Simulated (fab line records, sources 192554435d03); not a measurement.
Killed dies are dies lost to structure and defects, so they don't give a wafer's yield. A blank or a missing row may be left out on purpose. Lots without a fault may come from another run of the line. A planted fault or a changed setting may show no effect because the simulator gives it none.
A struck lot beside a sound one | flow n5_finfet | 26 steps out of a route of 1938
Sound: wafers L427.2, L427.3, L427.5. Struck: wafers L433.3, L433.5, L433.6. The cause comes at the end.
At each step with rows: each side's tool, then ch and its chambers, then its first start. Under that, the readings that differ: sound wafers | struck wafers | difference of the means | sigmas: that difference in standard deviations of wafers without a fault.
alike: readings whose means differ by less than 2 such deviations, and words and numbers that are the same on both sides. not compared: withheld readings, readings that some wafer has no value for, bounds like >300 that may hide the same value, and numbers for which the record gives no deviation and whose values overlap.
The two part at a step that has a row with sigmas, a row that says differs or no value, or rows on one side only. Numbers that don't overlap but have no deviation are shown without sigmas and don't part them. A reading that every wafer of one side lacks parts them only if that side has two wafers or more.

N5_BEOL_M10_CMP_52: polishes, stops on SiCOH lowk, t overpolish 7 s, target thk 140 nm.
  sound on cmp-02 ch 0,2,3, day 10 16:59; struck on cmp-02 ch 0,1,3, day 12 22:28
  alike: barrier_field_endpoint_s, motor_current_A, overpolish_run_s, platen_rpm, time_to_endpoint_s
N5_BEOL_M10_THK_MEAS_53: measures by xrf.
  sound on film_metro-01, day 10 17:16; struck on film_metro-02, day 12 22:38
  alike: M10_THK
then, 2 steps without rows for these wafers: N5_BEOL_M10_PRE_CLEAN_55 (time 15 s); N5_BEOL_M10_DEP_56 (deposits SiCN from 3MS/NH3, target thk 15 nm, time 26.5 s).
N5_BEOL_M10_RS_MEAS_57: measures by four-point-probe.
  sound on film_metro-01, day 10 17:25; struck on film_metro-01, day 12 22:46
  alike: M10_RS
N5_BEOL_M10_INSPECT_58: inspects for defects (darkfield).
  sound on defect_inspect-01, day 10 17:26; struck on defect_inspect-01, day 12 22:48
  alike: raw_defect_count
N5_BEOL_M11_ILD_DEP_00: deposits SiCOH lowk from DEMS/porogen, target thk 308.51 nm, time 58 s.
  sound on pecvd-03 ch 0,1, day 10 17:28; struck on pecvd-03 ch 0,2, day 12 22:50
  alike: heater_power_w, showerhead_plenum_p_Torr, throttle_valve_pct
then, 1 step without rows for these wafers: N5_BEOL_M11_CURE_71 (cures SiCOH lowk, time 240 s).
N5_BEOL_M11_THK_MEAS_01:
  sound on film_metro-01, day 10 18:04; struck on film_metro-01, day 12 23:26
  alike: M11_ILD_THK
N5_BEOL_M11_PECVD_70: deposits SiO2 from TEOS/O2, target thk 20 nm, time 22.7 s.
  sound on pecvd-04 ch 0,1,2, day 10 18:06; struck on pecvd-04 ch 0,2, day 12 23:28
  alike: heater_power_w, showerhead_plenum_p_Torr, throttle_valve_pct
N5_BEOL_M11_HM_DEP_02: deposits TiN, target thk 20 nm.
  sound on pvd_sputter-01, day 10 19:31; struck on pvd_sputter-02, day 13 00:13
  alike: throttle_valve_pct
then, 1 step without rows for these wafers: N5_BEOL_M11_COAT_59 (time 60 s, resist thk 100 nm).
N5_BEOL_M11_COAT_60: time 60 s, resist thk 30 nm.
  sound on litho_track-03 ch 0, day 10 19:39; struck on litho_track-03 ch 0, day 13 00:21
  reading                                     | sound                | struck               | difference | sigmas
  spin_speed_rpm (rpm)                        | 1499.0 1499.4 1499.7 | 1624.4 1624.2 1625.1 | +125.2     | +99 or more
  model.SiARC_of_BEOL_M11_COAT_60.thk_nm (nm) | 30 30 30             | 28.8 29 28.8         | -1.1       |
  alike: exhaust_pa, plate_temp_C
then, 6 steps without rows for these wafers: N5_BEOL_M11_COAT_05 (resist thk 90 nm); N5_BEOL_M11_EBR_07; N5_BEOL_M11_SOFTBAKE_06 (time 60 s); N5_BEOL_M11_EXPOSE_08 (exposes mask M11); N5_BEOL_M11_PEB_09 (peb time 60 s); N5_BEOL_M11_DEVELOP_10 (develop time 30 s).
N5_BEOL_M11_CD_MEAS_11: target cd 64.1 nm.
  sound on cd_sem-02 ch 0, day 10 20:01; struck on cd_sem-02 ch 0, day 13 00:35
  alike: cd_nm
N5_BEOL_M11_OVL_MEAS_12:
  sound on overlay-02 ch 0, day 10 20:03; struck on overlay-01 ch 0, day 13 00:37
  alike: M11_OVL
N5_BEOL_M11_INSPECT_13: inspects for defects (brightfield).
  sound on defect_inspect-02, day 10 20:04; struck on defect_inspect-01, day 13 00:38
  alike: raw_defect_count
N5_BEOL_M11_DESCUM_16: chemistry O2, time 7.9 s.
  sound on rie_diel-02 ch 0,1,3, day 10 20:08; struck on rie_diel-02 ch 0,3, day 13 00:41
  alike: drypump_motor_current_A, oes_product_au, rf_vpp_V, showerhead_plenum_p_Torr, throttle_valve_pct
  not compared: rf_hours_counter_h
N5_BEOL_M11_ETCH_61: etches SiARC in CF4, target depth 39 nm, time 65 s.
  sound on rie_diel-02 ch 0,1,3, day 10 20:11; struck on rie_diel-02 ch 0,3, day 13 00:43
  reading                                       | sound             | struck            | difference | sigmas
  model.etch.depth_nm (nm)                      | 29.91 30.01 30.02 | 28.83 28.97 28.88 | -1.09      |
  model.CAR-ArF_of_BEOL_M11_COAT_05.thk_nm (nm) | 55.2 55 55        | 57 56.8 57        | +2         |
  alike: drypump_motor_current_A, etch_rf_on_time_s, oes_product_au, rf_vpp_V, showerhead_plenum_p_Torr, throttle_valve_pct
  not compared: rf_hours_counter_h
N5_BEOL_M11_ETCH_62: etches SOC in N2/H2, target depth 110 nm, overetch 22 nm, time 165 s.
  sound on rie_diel-02 ch 0,1,3, day 10 20:14; struck on rie_diel-02 ch 0,3, day 13 00:46
  reading                                     | sound          | struck         | difference | sigmas
  model.SiARC_of_BEOL_M11_COAT_60.thk_nm (nm) | 23.4 23.6 23.2 | 22.4 22.6 22.6 | -0.9       |
  alike: drypump_motor_current_A, oes_product_au, rf_vpp_V, showerhead_plenum_p_Torr, throttle_valve_pct
  not compared: rf_hours_counter_h
then, 1 step without rows for these wafers: N5_BEOL_M11_STRIP_68 (strips in N2/H2).

WHERE THEY PART
Only at N5_BEOL_M11_COAT_60, within this record. Later steps at which nothing parts them and some readings are alike: N5_BEOL_M11_CD_MEAS_11, N5_BEOL_M11_OVL_MEAS_12, N5_BEOL_M11_INSPECT_13, N5_BEOL_M11_DESCUM_16, N5_BEOL_M11_ETCH_61, N5_BEOL_M11_ETCH_62.

WHY: what the simulator had put in
Process parameter drift: litho_track-03, from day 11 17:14 on, at N5_BEOL_M11_COAT_60. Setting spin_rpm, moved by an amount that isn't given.
